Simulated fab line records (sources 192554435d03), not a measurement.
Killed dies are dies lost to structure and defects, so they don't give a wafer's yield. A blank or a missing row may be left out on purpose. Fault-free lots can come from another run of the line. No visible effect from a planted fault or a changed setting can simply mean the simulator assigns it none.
Chamber matching / flow n5-finfet / N5_BEOL_M8_CMP_52 on cmp-01: 4 sister chambers
The step polishes, stops on SiCOH lowk, t overpolish 6.9 s, target thk 80 nm. 4 wafers are shown with their chamber, then 12 later ones without.

## EACH WAFER AND ITS CHAMBER
wafer=L087.2; chamber=0; motor-current-A (A)=7.0
wafer=L087.4; chamber=2; motor-current-A (A)=5.8
wafer=L088.3; chamber=1; motor-current-A (A)=5.6
wafer=L088.5; chamber=3; motor-current-A (A)=5.8

## WAFERS WITH NO CHAMBER GIVEN
wafer=L092.1; motor-current-A (A)=5.4
wafer=L092.2; motor-current-A (A)=5.7
wafer=L092.3; motor-current-A (A)=6.6
wafer=L093.1; motor-current-A (A)=5.5
wafer=L093.2; motor-current-A (A)=6.7
wafer=L093.4; motor-current-A (A)=6.0
wafer=L096.2; motor-current-A (A)=6.8
wafer=L096.3; motor-current-A (A)=5.8
wafer=L096.5; motor-current-A (A)=5.7
wafer=L095.3; motor-current-A (A)=5.4
wafer=L095.4; motor-current-A (A)=7.0
wafer=L095.5; motor-current-A (A)=5.5

## WHICH CHAMBER EACH ONE RAN IN
wafer=L092.1; from the rows above=can't be placed: 1 or 2 or 3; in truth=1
wafer=L092.2; from the rows above=can't be placed: 2 or 3 or 1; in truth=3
wafer=L092.3; from the rows above=0; in truth=0
wafer=L093.1; from the rows above=can't be placed: 1 or 2 or 3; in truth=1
wafer=L093.2; from the rows above=0; in truth=0
wafer=L093.4; from the rows above=can't be placed: 2 or 3 or 1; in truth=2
wafer=L096.2; from the rows above=0; in truth=0
wafer=L096.3; from the rows above=can't be placed: 2 or 3 or 1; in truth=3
wafer=L096.5; from the rows above=can't be placed: 2 or 3 or 1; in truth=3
wafer=L095.3; from the rows above=can't be placed: 1 or 2 or 3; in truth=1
wafer=L095.4; from the rows above=0; in truth=0
wafer=L095.5; from the rows above=can't be placed: 1 or 2 or 3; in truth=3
Correct placement for 4 of the 12. Unplaceable from these rows: 8, with the true chamber sitting among the candidates in 8. Number placed wrongly: 0.
How it was worked out, from the rows above alone: a wafer's distance from a chamber is the root of the sum, over the readings, of the square of ((its reading less the chamber's mean) divided by the reading's scatter). The wafer belongs to the nearest chamber; if the next one is less than 2 further off, it can't be placed. For every chamber, the mean is computed from those of its wafers that are shown. The scatter: with one shown wafer a chamber, the root of the mean of the squares of how far each hidden wafer lies from its nearest shown one.
